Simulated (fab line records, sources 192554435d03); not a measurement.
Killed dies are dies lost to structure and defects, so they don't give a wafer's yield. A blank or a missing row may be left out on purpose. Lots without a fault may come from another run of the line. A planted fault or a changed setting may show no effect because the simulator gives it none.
Split-lot experiment | flow n5_finfet | 7 lots, 21 wafers read, on a route of 1938 steps

THE SPLIT
At N5_BEOL_M8_TRENCH_ETCH_37 (etches SiCOH lowk in C4F6/O2, target depth 93.478 nm, time 31.2 s), the setting bias_w was moved away from the recipe's 185 W on 8 of the 21 wafers read, by -17.5% to +12.3%. The other wafers ran this setting at the recipe's value.

FROM THE SPLIT TO THE READING: what the file shows between them, 2 steps
- N5_BEOL_M8_ETCH_41: etches SiCN in CH3F/O2, target depth 31.9 nm, time 57.8 s
- N5_BEOL_M8_STRIP_80: strips in N2/H2, time 10 s

THE READING
trench_depth_nm, in nm, at N5_BEOL_M8_OCD_MEAS_38. Fault-free wafers of this fab line usually give 93.8 nm, standard deviation 1.7 nm.

wafer  | tool, chamber at the split | bias_w as run, W | against the recipe | trench_depth_nm, nm | against lot-mates on the recipe
L075.4 | rie_diel-03, 3             | 207.8            | +12.3%             | 97.7                | +2.9
L075.5 | rie_diel-03, 0             | 207.8            | +12.3%             | 98.9                | +4.1
L075.6 | rie_diel-03, 1             | 185              | recipe             | 94.8                | -
L076.2 | rie_diel-03, 0             | 185              | recipe             | 95.0                | -
L076.3 | rie_diel-03, 3             | 185              | recipe             | 94.6                | -
L076.5 | rie_diel-03, 3             | 152.7            | -17.5%             | 88.9                | -5.9
L077.2 | rie_diel-04, 0             | 185              | recipe             | 94.7                | -
L077.3 | rie_diel-04, 2             | 185              | recipe             | 93.9                | -
L077.6 | rie_diel-04, 0             | 185              | recipe             | 93.9                | -
L080.2 | rie_diel-03, 1             | 185              | recipe             | 95.5                | -
L080.3 | rie_diel-03, 2             | 194.1            | +4.9%              | 96.7                | +1.2
L080.5 | rie_diel-03, 3             | 194.1            | +4.9%              | 95.7                | +0.2
L087.1 | rie_diel-04, 3             | 162              | -12.4%             | 91.9                | -2.4
L087.3 | rie_diel-04, 0             | 162              | -12.4%             | 91.9                | -2.4
L087.4 | rie_diel-04, 1             | 185              | recipe             | 94.3                | -
L092.4 | rie_diel-05, 0             | 185              | recipe             | 93.2                | -
L092.5 | rie_diel-05, 3             | 185              | recipe             | 92.9                | -
L092.6 | rie_diel-05, 2             | 185              | recipe             | 90.3                | -
L097.1 | rie_diel-05, 2             | 185              | recipe             | 90.5                | -
L097.4 | rie_diel-05, 3             | 185              | recipe             | 91.6                | -
L097.6 | rie_diel-05, 3             | 158.7            | -14.2%             | 88.6                | -2.5

THE FIT
A straight line over all 21 wafers: trench_depth_nm changes by +0.294 nm for each +1% of bias_w; r = +0.82; the points scatter about the line by 1.6 nm.
The same after taking each lot's own level away (the mean of its wafers on the recipe; 21 wafers): +0.249 nm for each +1%; r = +0.92; scatter 0.82 nm.
On that fit, the largest move of bias_w shifts the reading by 4.4 nm.
The lots' own levels span 91.05 to 95.50 nm, that is 2.6 times the standard deviation above.
So the lot-to-lot level changes the slope: the two fits differ.
Check: with one of the wafers moved furthest among these (-17.5%) left out of the fit, the line predicts -3.7 nm for it against its lot-mates. It came out at -5.9 nm against them.
Tool readings at the split's step, against how far the setting was moved: rf_vpp_V r = +0.89.

OTHER SPLITS ON THESE WAFERS
These wafers also went through other splits before the reading. Each is held against what the fit with the lots' levels taken away leaves over:
other split on the same wafers | wafers away from the commonest value | r with trench_depth_nm (lot level and that fit taken away)
N5_BEOL_M7_COAT_22 spin_rpm    | 6                                    | +0.04
N5_BEOL_M8_ETCH_65 source_w    | 12                                   | -0.11

THE WHOLE CHAIN: every reading that the file lists as answering this split, in the file's order
step                      | what it does                                                      | reading                                                                   | change (the file's fit)               | r (the file's)
N5_BEOL_M8_TRENCH_ETCH_37 | etches SiCOH lowk in C4F6/O2, target depth 93.478 nm, time 31.2 s | rf_vpp_V                                                                  | +5.08 V for each +1% of the setting   | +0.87
N5_BEOL_M8_TRENCH_ETCH_37 | etches SiCOH lowk in C4F6/O2, target depth 93.478 nm, time 31.2 s | etch.depth_nm (the simulator's own value, which no gauge read)            | +0.274 nm for each +1% of the setting | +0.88
N5_BEOL_M8_TRENCH_ETCH_37 | etches SiCOH lowk in C4F6/O2, target depth 93.478 nm, time 31.2 s | BEOL_M8.feature_depth_nm (the simulator's own value, which no gauge read) | +0.275 nm for each +1% of the setting | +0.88
N5_BEOL_M8_OCD_MEAS_38    |                                                                   | trench_depth_nm                                                           | +0.255 nm for each +1% of the setting | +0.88

THE FILE'S OWN FIT
trench_depth_nm changes by +0.255 nm for each +1% of bias_w, r = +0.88.
